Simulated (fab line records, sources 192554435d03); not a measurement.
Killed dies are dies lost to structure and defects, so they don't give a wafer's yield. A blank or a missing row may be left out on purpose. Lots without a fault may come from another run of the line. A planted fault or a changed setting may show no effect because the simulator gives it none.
Split-lot experiment | flow n5_finfet | 7 lots, 39 wafers read, on a route of 1938 steps

THE SPLIT
At N5_WELL_APT_EXPOSE_05 (exposes mask NWELL, defocus 0 nm, target cd 200 nm), the setting dose_mj was moved away from the recipe's 20.3 on 12 of the 39 wafers read, by -8.0% to -3.2%. The other wafers ran this setting at the recipe's value.

FROM THE SPLIT TO THE READING: what the file shows between them, 3 steps
- N5_WELL_APT_PEB_06: peb time 90 s
- N5_WELL_APT_DEVELOP_07: develop time 45 s
- N5_WELL_APT_HARDBAKE_12: time 120 s

THE READING
cd_nm, in nm, at N5_WELL_APT_CD_MEAS_08 (target cd 200 nm). Fault-free wafers of this fab line usually give 200.0 nm, standard deviation 1.8 nm.

wafer  | tool, chamber at the split | dose_mj as run | against the recipe | cd_nm, nm | against lot-mates on the recipe
L075.1 | krf_scanner-01, 0          | 19.43          | -4.3%              | 193.9     | -5.7
L075.2 | krf_scanner-01, 0          | 19.43          | -4.3%              | 192.5     | -7.1
L075.3 | krf_scanner-01, 0          | 20.3           | recipe             | 200.7     | -
L075.4 | krf_scanner-01, 0          | 20.3           | recipe             | 200.1     | -
L075.5 | krf_scanner-01, 0          | 20.3           | recipe             | 197.9     | -
L075.6 | krf_scanner-01, 0          | 19.43          | -4.3%              | 193.3     | -6.3
L078.1 | krf_scanner-02, 0          | 20.3           | recipe             | 199.6     | -
L078.2 | krf_scanner-02, 0          | 19.66          | -3.2%              | 194.1     | -5.6
L078.3 | krf_scanner-02, 0          | 19.66          | -3.2%              | 194.7     | -5.0
L078.4 | krf_scanner-02, 0          | 20.3           | recipe             | 200.2     | -
L078.5 | krf_scanner-02, 0          | 20.3           | recipe             | 199.4     | -
L078.6 | krf_scanner-02, 0          | 19.66          | -3.2%              | 193.2     | -6.5
L089.1 | krf_scanner-01, 0          | 20.3           | recipe             | 197.6     | -
L089.4 | krf_scanner-01, 0          | 20.3           | recipe             | 200.0     | -
L089.5 | krf_scanner-01, 0          | 20.3           | recipe             | 199.0     | -
L092.1 | krf_scanner-01, 0          | 20.3           | recipe             | 202.6     | -
L092.2 | krf_scanner-01, 0          | 20.3           | recipe             | 202.1     | -
L092.3 | krf_scanner-01, 0          | 20.3           | recipe             | 200.5     | -
L092.4 | krf_scanner-01, 0          | 20.3           | recipe             | 199.9     | -
L092.5 | krf_scanner-01, 0          | 20.3           | recipe             | 200.6     | -
L092.6 | krf_scanner-01, 0          | 20.3           | recipe             | 201.5     | -
L094.1 | krf_scanner-01, 0          | 18.68          | -8.0%              | 188.6     | -11.4
L094.2 | krf_scanner-01, 0          | 20.3           | recipe             | 198.3     | -
L094.3 | krf_scanner-01, 0          | 20.3           | recipe             | 201.1     | -
L094.4 | krf_scanner-01, 0          | 18.68          | -8.0%              | 189.1     | -10.9
L094.5 | krf_scanner-01, 0          | 20.3           | recipe             | 200.5     | -
L094.6 | krf_scanner-01, 0          | 18.68          | -8.0%              | 189.1     | -10.9
L095.1 | krf_scanner-01, 0          | 19.29          | -5.0%              | 192.5     | -7.0
L095.2 | krf_scanner-01, 0          | 19.29          | -5.0%              | 192.4     | -7.1
L095.3 | krf_scanner-01, 0          | 19.29          | -5.0%              | 193.5     | -6.0
L095.4 | krf_scanner-01, 0          | 20.3           | recipe             | 197.4     | -
L095.5 | krf_scanner-01, 0          | 20.3           | recipe             | 200.2     | -
L095.6 | krf_scanner-01, 0          | 20.3           | recipe             | 201.0     | -
L097.1 | krf_scanner-01, 0          | 20.3           | recipe             | 198.6     | -
L097.2 | krf_scanner-01, 0          | 20.3           | recipe             | 197.6     | -
L097.3 | krf_scanner-01, 0          | 20.3           | recipe             | 199.3     | -
L097.4 | krf_scanner-01, 0          | 20.3           | recipe             | 198.0     | -
L097.5 | krf_scanner-01, 0          | 20.3           | recipe             | 198.2     | -
L097.6 | krf_scanner-01, 0          | 20.3           | recipe             | 198.6     | -

THE FIT
A straight line over all 39 wafers: cd_nm changes by +1.4 nm for each +1% of dose_mj; r = +0.94; the points scatter about the line by 1.3 nm.
The same after taking each lot's own level away (the mean of its wafers on the recipe; 39 wafers): +1.42 nm for each +1%; r = +0.97; scatter 0.97 nm.
On that fit, the largest move of dose_mj shifts the reading by 11 nm.
The lots' own levels span 198.38 to 201.20 nm, that is 1.6 times the standard deviation above.
So the lot-to-lot level changes the slope little: the two slopes agree.
Check: with one of the wafers moved furthest among these (-8.0%) left out of the fit, the line predicts -11.4 nm for it against its lot-mates. It came out at -11.4 nm against them.

THE WHOLE CHAIN: every reading that the file lists as answering this split, in the file's order
step                   | what it does             | reading                                                         | change (the file's fit)              | r (the file's)
N5_WELL_APT_CD_MEAS_08 | target cd 200 nm         | cd_nm                                                           | +1.43 nm for each +1% of the setting | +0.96
N5_WELL_APT_DESCUM_13  | chemistry O2, time 7.9 s | WELL_APT.cd_nm (the simulator's own value, which no gauge read) | +1.43 nm for each +1% of the setting | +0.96

THE FILE'S OWN FIT
cd_nm changes by +1.43 nm for each +1% of dose_mj, r = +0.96.
